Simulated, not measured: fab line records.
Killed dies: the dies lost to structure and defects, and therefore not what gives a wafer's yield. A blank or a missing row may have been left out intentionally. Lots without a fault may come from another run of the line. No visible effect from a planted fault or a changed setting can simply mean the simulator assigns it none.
Split-lot trial || flow n5 finfet || 21 wafers read across 7 lots, on a route 1938 steps long

== THE SPLIT ==
At N5_BEOL_M11_DESCUM_16 (chemistry O2, time 7.9 s), the setting time s was moved away from the recipe's 7.9 s on 5 of the 21 wafers read, by -18.4% to +22.2%. This setting was run at the recipe's value on the other wafers.

The split's own step is where the reading is taken.

== THE READING ==
CAR-ArF_of_BEOL_M11_COAT_05.thk nm (the simulator's own value, which no gauge read), in nm, at N5_BEOL_M11_DESCUM_16 (chemistry O2, time 7.9 s). No usual value for it is given in the file. Across the 16 wafers here that went through the recipe, the average is 83.3 nm and the standard deviation 0.25 nm.

{"wafer": "L078.1", "tool, chamber at the split": "rie diel-02, 0,3", "time s as run, s": 7.9, "against the recipe": "recipe", "CAR-ArF_of_BEOL_M11_COAT_05.thk nm, nm": 82.8, "against lot-mates on the recipe": "-"}
{"wafer": "L078.6", "tool, chamber at the split": "rie diel-02, 0,3", "time s as run, s": 7.9, "against the recipe": "recipe", "CAR-ArF_of_BEOL_M11_COAT_05.thk nm, nm": 82.8, "against lot-mates on the recipe": "-"}
{"wafer": "L078.5", "tool, chamber at the split": "rie diel-02, 2", "time s as run, s": 7.9, "against the recipe": "recipe", "CAR-ArF_of_BEOL_M11_COAT_05.thk nm, nm": 83.2, "against lot-mates on the recipe": "-"}
{"wafer": "L084.4", "tool, chamber at the split": "rie diel-02, 0", "time s as run, s": 7.9, "against the recipe": "recipe", "CAR-ArF_of_BEOL_M11_COAT_05.thk nm, nm": 83.4, "against lot-mates on the recipe": "-"}
{"wafer": "L084.5", "tool, chamber at the split": "rie diel-02, 2", "time s as run, s": 7.9, "against the recipe": "recipe", "CAR-ArF_of_BEOL_M11_COAT_05.thk nm, nm": 83.6, "against lot-mates on the recipe": "-"}
{"wafer": "L084.6", "tool, chamber at the split": "rie diel-02, 1", "time s as run, s": 8.365, "against the recipe": "+5.9%", "CAR-ArF_of_BEOL_M11_COAT_05.thk nm, nm": 83.2, "against lot-mates on the recipe": -0.3}
{"wafer": "L085.4", "tool, chamber at the split": "rie diel-06, 1,2", "time s as run, s": 7.9, "against the recipe": "recipe", "CAR-ArF_of_BEOL_M11_COAT_05.thk nm, nm": 83.6, "against lot-mates on the recipe": "-"}
{"wafer": "L085.5", "tool, chamber at the split": "rie diel-06, 1,2", "time s as run, s": 7.9, "against the recipe": "recipe", "CAR-ArF_of_BEOL_M11_COAT_05.thk nm, nm": 83.6, "against lot-mates on the recipe": "-"}
{"wafer": "L085.6", "tool, chamber at the split": "rie diel-06, 3", "time s as run, s": 8.617, "against the recipe": "+9.1%", "CAR-ArF_of_BEOL_M11_COAT_05.thk nm, nm": 83, "against lot-mates on the recipe": -0.6}
{"wafer": "L087.3", "tool, chamber at the split": "rie diel-05, 3", "time s as run, s": 7.9, "against the recipe": "recipe", "CAR-ArF_of_BEOL_M11_COAT_05.thk nm, nm": 83.2, "against lot-mates on the recipe": "-"}
{"wafer": "L087.5", "tool, chamber at the split": "rie diel-05, 2", "time s as run, s": 7.9, "against the recipe": "recipe", "CAR-ArF_of_BEOL_M11_COAT_05.thk nm, nm": 83.6, "against lot-mates on the recipe": "-"}
{"wafer": "L087.6", "tool, chamber at the split": "rie diel-05, 1", "time s as run, s": 7.9, "against the recipe": "recipe", "CAR-ArF_of_BEOL_M11_COAT_05.thk nm, nm": 83.4, "against lot-mates on the recipe": "-"}
{"wafer": "L089.1", "tool, chamber at the split": "rie diel-05, 0", "time s as run, s": 7.9, "against the recipe": "recipe", "CAR-ArF_of_BEOL_M11_COAT_05.thk nm, nm": 83.2, "against lot-mates on the recipe": "-"}
{"wafer": "L089.2", "tool, chamber at the split": "rie diel-05, 1", "time s as run, s": 7.9, "against the recipe": "recipe", "CAR-ArF_of_BEOL_M11_COAT_05.thk nm, nm": 83.4, "against lot-mates on the recipe": "-"}
{"wafer": "L089.4", "tool, chamber at the split": "rie diel-05, 2", "time s as run, s": 8.345, "against the recipe": "+5.6%", "CAR-ArF_of_BEOL_M11_COAT_05.thk nm, nm": 83.4, "against lot-mates on the recipe": "+0.1"}
{"wafer": "L094.1", "tool, chamber at the split": "rie diel-05, 2,0", "time s as run, s": 7.9, "against the recipe": "recipe", "CAR-ArF_of_BEOL_M11_COAT_05.thk nm, nm": 83.4, "against lot-mates on the recipe": "-"}
{"wafer": "L094.5", "tool, chamber at the split": "rie diel-05, 2,0", "time s as run, s": 7.9, "against the recipe": "recipe", "CAR-ArF_of_BEOL_M11_COAT_05.thk nm, nm": 83.4, "against lot-mates on the recipe": "-"}
{"wafer": "L094.4", "tool, chamber at the split": "rie diel-05, 0", "time s as run, s": 9.655, "against the recipe": "+22.2%", "CAR-ArF_of_BEOL_M11_COAT_05.thk nm, nm": 82, "against lot-mates on the recipe": -1.4}
{"wafer": "L097.1", "tool, chamber at the split": "rie diel-06, 1", "time s as run, s": 7.9, "against the recipe": "recipe", "CAR-ArF_of_BEOL_M11_COAT_05.thk nm, nm": 83, "against lot-mates on the recipe": "-"}
{"wafer": "L097.2", "tool, chamber at the split": "rie diel-06, 3", "time s as run, s": 6.449, "against the recipe": "-18.4%", "CAR-ArF_of_BEOL_M11_COAT_05.thk nm, nm": 84.2, "against lot-mates on the recipe": "+1.0"}
{"wafer": "L097.6", "tool, chamber at the split": "rie diel-06, 3", "time s as run, s": 7.9, "against the recipe": "recipe", "CAR-ArF_of_BEOL_M11_COAT_05.thk nm, nm": 83.4, "against lot-mates on the recipe": "-"}
The file does not say which wafer passed through which chamber wherever a row lists several chambers: such a row stands for several wafers.

THE FIT
A straight line over all 21 wafers: CAR-ArF_of_BEOL_M11_COAT_05.thk nm changes by -0.05 nm for each +1% of time s; r = -0.81; the points scatter about the line by 0.26 nm.
The same after taking each lot's own level away (the mean of its wafers on the recipe; 21 wafers): -0.0575 nm for each +1%; r = -0.93; scatter 0.16 nm.
On that fit, the largest move of time s shifts the reading by 1.3 nm.
The lots' own levels span 82.93 to 83.60 nm, that is 2.6 times the standard deviation above.
So the slope is not independent of the lot-to-lot level: the two fits are not the same.
Check: for one of the wafers moved furthest among these (+22.2%), held out of the fit, the line's prediction against its lot-mates is -1.13 nm. Against them it came out at -1.4 nm.

== OTHER SPLITS ON THESE WAFERS ==
Note: prior to the reading, these wafers also went through further splits. Each is held against what the fit with the lots' levels taken away leaves over:
{"other split on the same wafers": "N5_BEOL_M10_ETCH_62 time s", "wafers away from the commonest value": 12, "r with CAR-ArF_of_BEOL_M11_COAT_05.thk nm (lot level and that fit taken away)": "+0.06"}
{"other split on the same wafers": "N5_BEOL_M10_COAT_63 spin rpm", "wafers away from the commonest value": 6, "r with CAR-ArF_of_BEOL_M11_COAT_05.thk nm (lot level and that fit taken away)": "+0.28"}
{"other split on the same wafers": "N5_BEOL_M11_EXPOSE_08 dose mj", "wafers away from the commonest value": 7, "r with CAR-ArF_of_BEOL_M11_COAT_05.thk nm (lot level and that fit taken away)": -0.19}

== THE FILE'S OWN FIT ==
CAR-ArF_of_BEOL_M11_COAT_05.thk nm changes by -0.0573 nm for each +1% of time s, r = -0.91.
